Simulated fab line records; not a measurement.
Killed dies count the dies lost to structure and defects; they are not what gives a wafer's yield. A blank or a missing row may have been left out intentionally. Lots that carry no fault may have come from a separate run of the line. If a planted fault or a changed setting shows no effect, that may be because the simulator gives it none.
Which tool was responsible?    flow nand harc    24 lots, 72 wafers sampled, at 6 steps of a route of 1302

== WHAT THE GAUGES READ, wafer by wafer ==
NHARC_P_BONDPAD_CD_MEAS_13.
lot   measured      on         cd nm (nm)
L074  day 6 19:24   cd sem-03  500.8 500.1 497.4
L075  day 7 01:31   cd sem-02  498.3 495.8 495.2
L076  day 7 11:23   cd sem-01  502.5 497.0 497.9
L077  day 7 21:59   cd sem-03  500.3 499.3 500.6
L079  day 8 11:08   cd sem-03  499.1 498.9 498.7
L078  day 8 11:56   cd sem-01  496.5 499.5 501.1
L080  day 9 10:56   cd sem-03  497.2 497.6 498.6
L081  day 9 20:04   cd sem-02  500.6 499.6 501.9
L082  day 9 22:20   cd sem-03  502.7 500.3 501.9
L083  day 10 11:42  cd sem-02  497.1 498.3 496.3
L084  day 11 02:43  cd sem-03  501.6 499.7 501.2
L085  day 11 09:26  cd sem-01  502.2 499.4 500.5
L086  day 11 22:47  cd sem-02  497.0 500.2 502.8
L088  day 12 20:12  cd sem-03  502.9 499.7 501.7
L087  day 12 21:02  cd sem-01  496.9 501.9 497.0
L090  day 13 15:14  cd sem-01  500.6 503.5 500.6
L089  day 13 16:07  cd sem-03  499.8 499.1 501.3
L091  day 13 18:46  cd sem-02  496.3 498.6 498.6
L092  day 14 01:41  cd sem-03  501.7 501.8 500.2
L093  day 15 03:23  cd sem-03  497.9 497.7 498.6
L094  day 15 04:21  cd sem-02  496.8 498.9 500.1
L095  day 15 09:33  cd sem-01  500.9 499.7 500.9
L096  day 15 21:23  cd sem-03  496.9 498.3 499.4
L097  day 16 11:53  cd sem-03  497.8 497.4 498.9

NHARC_A_SOURCE_PLATE_THK_MEAS_06: measures by ellipsometry.
lot   measured      on             thk nm (nm)
L074  day 7 21:43   film metro-02  202.1 202.1 200.8
L075  day 8 02:37   film metro-02  198.6 199.9 198.7
L076  day 8 12:31   film metro-02  202.1 201.4 203.9
L077  day 8 22:20   film metro-02  201.2 200.5 200.8
L079  day 9 12:46   film metro-01  201.1 202.6 199.2
L078  day 9 12:46   film metro-02  201.7 202.9 203.2
L080  day 10 12:53  film metro-01  203.2 199.4 201.6
L081  day 10 22:01  film metro-01  199.8 201.3 201.6
L082  day 10 22:01  film metro-02  197.3 199.6 201.4
L083  day 11 14:08  film metro-02  199.6 201.3 198.7
L084  day 12 07:33  film metro-01  199.6 201.0 200.5
L085  day 12 13:18  film metro-01  197.8 201.6 201.0
L086  day 12 23:41  film metro-01  201.7 201.8 198.2
L088  day 13 21:04  film metro-02  198.0 196.8 196.8
L087  day 13 21:04  film metro-01  200.2 199.7 200.3
L090  day 14 15:53  film metro-01  197.9 197.9 199.5
L089  day 14 15:53  film metro-02  201.7 200.3 200.2
L091  day 14 19:29  film metro-02  201.7 198.0 203.5
L092  day 15 03:34  film metro-02  198.8 201.5 199.4
L093  day 16 04:14  film metro-02  197.2 198.3 195.8
L094  day 16 04:14  film metro-01  199.0 197.1 198.5
L095  day 16 12:46  film metro-01  198.6 200.2 199.7
L096  day 16 21:55  film metro-01  197.0 196.3 197.7
L097  day 17 14:35  film metro-02  199.6 199.2 199.2

NHARC_A_CHANNEL_HOLE_D1_OVL_MEAS_11.
lot   measured      on          overlay x nm (nm)  overlay y nm (nm)
L074  day 8 15:32   overlay-02  0.9 1.8 1.1        -0.3 0.1 -0.4
L075  day 8 19:16   overlay-02  0.3 0.2 -0.1       0.0 -0.6 -0.6
L076  day 9 06:08   overlay-02  -0.3 -0.5 0.1      0.6 0.3 0.7
L077  day 9 16:53   overlay-02  0.7 1.3 1.4        0.7 0.4 0.3
L079  day 10 07:11  overlay-01  0.4 0.3 0.6        0.3 0.8 0.5
L078  day 10 07:02  overlay-02  -0.1 0.2 0.7       -0.2 -0.4 -0.5
L080  day 11 05:08  overlay-02  -0.1 -0.7 -0.2     1.2 1.6 1.1
L081  day 11 19:06  overlay-02  0.9 0.7 1.0        -0.8 -0.7 -0.4
L082  day 11 17:59  overlay-01  0.1 0.6 0.4        -1.3 -1.1 -0.8
L083  day 12 09:24  overlay-02  0.4 0.7 0.4        -0.3 0.0 0.0
L084  day 13 01:37  overlay-02  0.0 0.5 0.4        -0.1 -0.3 -0.1
L085  day 13 06:08  overlay-02  -1.6 -1.0 -1.1     -1.0 -1.2 -1.1
L086  day 13 19:13  overlay-01  -0.2 -0.2 0.0      -0.2 0.4 -0.2
L088  day 14 16:17  overlay-01  -0.7 -0.9 -0.6     -0.3 -0.3 -0.7
L087  day 14 15:17  overlay-01  -0.1 0.1 0.2       0.3 0.7 -0.2
L090  day 15 10:10  overlay-01  1.2 0.8 1.3        -0.8 -0.4 -0.4
L089  day 15 09:26  overlay-01  1.5 1.5 1.7        -0.8 -0.3 -0.6
L091  day 15 10:37  overlay-01  0.2 0.3 0.1        -0.3 0.2 0.4
L092  day 15 19:53  overlay-01  -1.0 -0.8 -0.6     0.3 0.3 0.6
L093  day 17 01:18  overlay-01  0.0 -0.9 -0.1      0.0 0.1 -0.1
L094  day 17 03:01  overlay-01  0.3 0.9 0.2        -0.1 -0.2 -0.5
L095  day 17 06:19  overlay-01  -0.4 0.2 0.2       -0.6 -0.9 -0.5
L096  day 17 14:12  overlay-01  -0.2 -0.3 -0.1     1.1 1.0 0.8
L097  day 18 07:14  overlay-01  0.6 0.7 0.4        0.1 -0.9 -0.5

== WHAT TOOL EACH LOT RAN ON (gives the tool, then ch and the chambers of the sampled wafers, and finally the start) ==
lot   NHARC_P_M2_ETCH_35                  NHARC_P_M2_PVD_20                        NHARC_P_BONDPAD_ETCH_12
L074  rie diel-04 ch 0,2, day 6 14:35     pvd sputter-02, day 6 19:24 or earlier   rie diel-10 ch 0,1, day 6 19:24 or earlier
L075  rie diel-04 ch 0,1,2, day 6 20:40   pvd sputter-01, day 7 01:31 or earlier   rie diel-10 ch 0,1,3, day 7 01:31 or earlier
L076  rie diel-12 ch 0,1,3, day 7 06:40   pvd sputter-01, day 7 11:23 or earlier   rie diel-05 ch 0,1,3, day 7 11:23 or earlier
L077  rie diel-03 ch 0,1,2, day 7 17:02   pvd sputter-03, day 7 21:59 or earlier   rie diel-06 ch 0,1,2, day 7 21:59 or earlier
L079  rie diel-03 ch 0,2,3, day 8 06:18   pvd sputter-01, day 8 11:08 or earlier   rie diel-05 ch 1,2, day 8 11:08 or earlier
L078  rie diel-12 ch 0,1, day 8 07:08     pvd sputter-01, day 8 11:56 or earlier   rie diel-05 ch 0,1,3, day 8 11:56 or earlier
L080  rie diel-12 ch 2,3, day 9 05:51     pvd sputter-01, day 9 10:56 or earlier   rie diel-10 ch 1,2,3, day 9 10:56 or earlier
L081  rie diel-03 ch 0,2,3, day 9 15:19   pvd sputter-02, day 9 20:04 or earlier   rie diel-05 ch 1,2,3, day 9 20:04 or earlier
L082  rie diel-03 ch 0,1, day 9 17:31     pvd sputter-02, day 9 22:20 or earlier   rie diel-05 ch 1,2, day 9 22:20 or earlier
L083  rie diel-03 ch 0,2,3, day 10 06:54  pvd sputter-03, day 10 11:42 or earlier  rie diel-05 ch 2,3, day 10 11:42 or earlier
L084  rie diel-12 ch 1,3, day 10 22:05    pvd sputter-01, day 11 02:43 or earlier  rie diel-06 ch 1,2,3, day 11 02:43 or earlier
L085  rie diel-03 ch 0,2, day 11 04:41    pvd sputter-01, day 11 09:26 or earlier  rie diel-06 ch 0,1,3, day 11 09:26 or earlier
L086  rie diel-12 ch 1,2, day 11 17:59    pvd sputter-02, day 11 22:47 or earlier  rie diel-10 ch 0,2,3, day 11 22:47 or earlier
L088  rie diel-12 ch 0,1,3, day 12 15:23  pvd sputter-03, day 12 20:12 or earlier  rie diel-06 ch 0,1,2, day 12 20:12 or earlier
L087  rie diel-12 ch 1,2,3, day 12 16:21  pvd sputter-01, day 12 21:02 or earlier  rie diel-10 ch 0,2,3, day 12 21:02 or earlier
L090  rie diel-03 ch 1,2,3, day 13 10:24  pvd sputter-03, day 13 15:14 or earlier  rie diel-06 ch 1,2,3, day 13 15:14 or earlier
L089  rie diel-04 ch 1,2, day 13 11:19    pvd sputter-01, day 13 16:07 or earlier  rie diel-06 ch 0,3, day 13 16:07 or earlier
L091  rie diel-03 ch 0,3, day 13 14:04    pvd sputter-03, day 13 18:46 or earlier  rie diel-10 ch 0,1,3, day 13 18:46 or earlier
L092  rie diel-12 ch 2,3, day 13 20:52    pvd sputter-02, day 14 01:41 or earlier  rie diel-10 ch 0,2,3, day 14 01:41 or earlier
L093  rie diel-03 ch 0,2, day 14 22:39    pvd sputter-01, day 15 03:23 or earlier  rie diel-06 ch 1,2,3, day 15 03:23 or earlier
L094  rie diel-03 ch 0,1,2, day 14 23:11  pvd sputter-03, day 15 04:21 or earlier  rie diel-05 ch 1,2,3, day 15 04:21 or earlier
L095  rie diel-03 ch 0,1,2, day 15 04:42  pvd sputter-01, day 15 09:33 or earlier  rie diel-06 ch 0,1,3, day 15 09:33 or earlier
L096  rie diel-03 ch 1,2, day 15 16:32    pvd sputter-02, day 15 21:23 or earlier  rie diel-05 ch 0,2, day 15 21:23 or earlier
L097  rie diel-03 ch 0,1,3, day 16 07:05  pvd sputter-03, day 16 11:53 or earlier  rie diel-10 ch 0,1,3, day 16 11:53 or earlier
- NHARC_P_M2_ETCH_35: etches the open film in N2/H2, target depth 40 nm, overetch 12 nm, time 43.94 s.
- NHARC_P_M2_PVD_20: deposits TaN, target thk 5 nm, time 8.06 s.
- NHARC_P_BONDPAD_ETCH_12: etches the open film in CHF3/O2, target depth 200 nm, time 100 s.

== WHAT THE TOOLS THEMSELVES READ (means of the sampled wafers that have a number; where no wafer has one, the mark that the record gives instead) ==
NHARC_P_M2_ETCH_35.
lot   tool         bias w (W)  drypump motor current A (A)  oes product au (a.u.)  rf vpp V (V)  showerhead plenum p Torr (Torr)  throttle valve pct (%)
L074  rie diel-04  150.0       5.6                          0.982                  432.0         2.10                             14.164
L075  rie diel-04  150.2       5.5                          0.985                  433.4         2.13                             14.177
L076  rie diel-12  150.2       6.0                          0.998                  426.4         1.92                             14.169
L077  rie diel-03  150.6       6.0                          1.001                  430.1         2.04                             14.167
L079  rie diel-03  150.3       5.6                          1.005                  429.4         2.02                             14.164
L078  rie diel-12  149.9       6.1                          0.997                  427.4         1.93                             14.174
L080  rie diel-12  149.5       5.7                          0.992                  427.9         1.95                             14.176
L081  rie diel-03  149.5       5.6                          1.000                  430.4         2.02                             14.173
L082  rie diel-03  150.3       6.0                          0.992                  431.1         2.08                             14.180
L083  rie diel-03  150.0       5.5                          1.001                  429.5         2.02                             14.170
L084  rie diel-12  150.5       6.1                          0.983                  427.8         1.92                             14.159
L085  rie diel-03  149.6       5.8                          0.988                  428.4         1.95                             14.176
L086  rie diel-12  149.8       5.8                          0.984                  429.7         2.01                             14.166
L088  rie diel-12  149.9       6.0                          0.996                  427.5         1.91                             14.173
L087  rie diel-12  149.5       5.9                          0.984                  428.8         1.96                             14.164
L090  rie diel-03  150.2       5.7                          1.007                  431.0         2.07                             14.170
L089  rie diel-04  150.5       5.6                          0.981                  432.6         2.13                             14.171
L091  rie diel-03  150.0       5.3                          1.013                  431.6         2.09                             14.180
L092  rie diel-12  150.1       5.7                          0.995                  427.9         1.94                             14.174
L093  rie diel-03  150.3       5.8                          1.005                  428.0         1.95                             14.171
L094  rie diel-03  150.1       6.0                          0.997                  430.7         2.04                             14.172
L095  rie diel-03  149.9       6.0                          1.004                  430.4         2.04                             14.174
L096  rie diel-03  149.7       5.9                          1.004                  428.7         2.00                             14.170
L097  rie diel-03  150.4       5.7                          1.002                  433.2         2.11                             14.161

NHARC_P_M2_PVD_20.
lot   tool            throttle valve pct (%)
L074  pvd sputter-02  29.9
L075  pvd sputter-01  29.4
L076  pvd sputter-01  29.9
L077  pvd sputter-03  29.8
L079  pvd sputter-01  30.3
L078  pvd sputter-01  29.9
L080  pvd sputter-01  29.5
L081  pvd sputter-02  30.1
L082  pvd sputter-02  29.6
L083  pvd sputter-03  29.5
L084  pvd sputter-01  30.4
L085  pvd sputter-01  29.6
L086  pvd sputter-02  30.2
L088  pvd sputter-03  29.3
L087  pvd sputter-01  30.0
L090  pvd sputter-03  29.2
L089  pvd sputter-01  29.6
L091  pvd sputter-03  29.1
L092  pvd sputter-02  29.3
L093  pvd sputter-01  30.0
L094  pvd sputter-03  29.1
L095  pvd sputter-01  29.4
L096  pvd sputter-02  28.7
L097  pvd sputter-03  29.5

NHARC_P_BONDPAD_ETCH_12.
lot   tool         bias w (W)  drypump motor current A (A)  oes product au (a.u.)  rf vpp V (V)  showerhead plenum p Torr (Torr)  throttle valve pct (%)
L074  rie diel-10  199.8       6.11                         0.917                  369.2         2.32                             20.579
L075  rie diel-10  199.7       6.13                         0.916                  370.1         2.38                             20.568
L076  rie diel-05  199.7       5.85                         0.936                  370.1         2.38                             20.564
L077  rie diel-06  199.8       6.44                         0.922                  371.1         2.46                             20.573
L079  rie diel-05  200.0       6.00                         0.975                  369.8         2.41                             20.575
L078  rie diel-05  199.7       5.85                         0.921                  370.8         2.38                             20.579
L080  rie diel-10  199.9       6.07                         0.924                  370.9         2.40                             20.571
L081  rie diel-05  199.6       6.05                         0.970                  369.9         2.36                             20.573
L082  rie diel-05  200.6       5.89                         0.924                  370.9         2.35                             20.571
L083  rie diel-05  199.7       6.20                         0.973                  371.9         2.42                             20.569
L084  rie diel-06  200.3       6.27                         0.931                  369.9         2.38                             20.573
L085  rie diel-06  200.0       6.20                         0.926                  371.2         2.45                             20.563
L086  rie diel-10  200.4       6.14                         0.974                  371.9         2.46                             20.583
L088  rie diel-06  200.0       6.44                         0.978                  372.1         2.46                             20.568
L087  rie diel-10  199.4       6.10                         0.931                  371.7         2.46                             20.573
L090  rie diel-06  199.8       6.27                         0.971                  369.8         2.38                             20.586
L089  rie diel-06  200.2       6.28                         0.975                  371.4         2.45                             20.574
L091  rie diel-10  199.8       6.13                         0.917                  369.9         2.37                             20.574
L092  rie diel-10  200.4       6.13                         0.927                  372.1         2.46                             20.577
L093  rie diel-06  199.9       6.27                         0.962                  369.8         2.38                             20.568
L094  rie diel-05  199.9       6.08                         0.982                  370.1         2.36                             20.585
L095  rie diel-06  200.0       6.20                         0.952                  372.2         2.45                             20.574
L096  rie diel-05  200.0       5.95                         0.927                  372.6         2.50                             20.567
L097  rie diel-10  200.4       6.12                         0.934                  370.4         2.37                             20.576

== THE ANSWER, worked out from the rows above alone ==
Rule: what is usual is taken from the lots themselves. The widest of any qualifying gaps counts: lots, ordered by their means at a reading, are off when they make up no more than a third of the lots, leave a main group of 4 or more, and stand apart from it by 3 or more times the standard deviation of that group's means. If all means in a main group match to the digits the tables above print for the reading, that group is not used. Also off: a lot with no number at a reading for which 4 or more lots have one. Any other lot the step has rows for is counted as sound. First the gauges in route order, then the tools' own readings, where a lot's mean is used as printed above. At the first step where some lot is off, the reading lying furthest off is the one used; lots without a number count as furthest.
Nothing can be told from this: no lot is off at any reading shown.

== WHAT THE SIMULATOR HAD INSERTED ==
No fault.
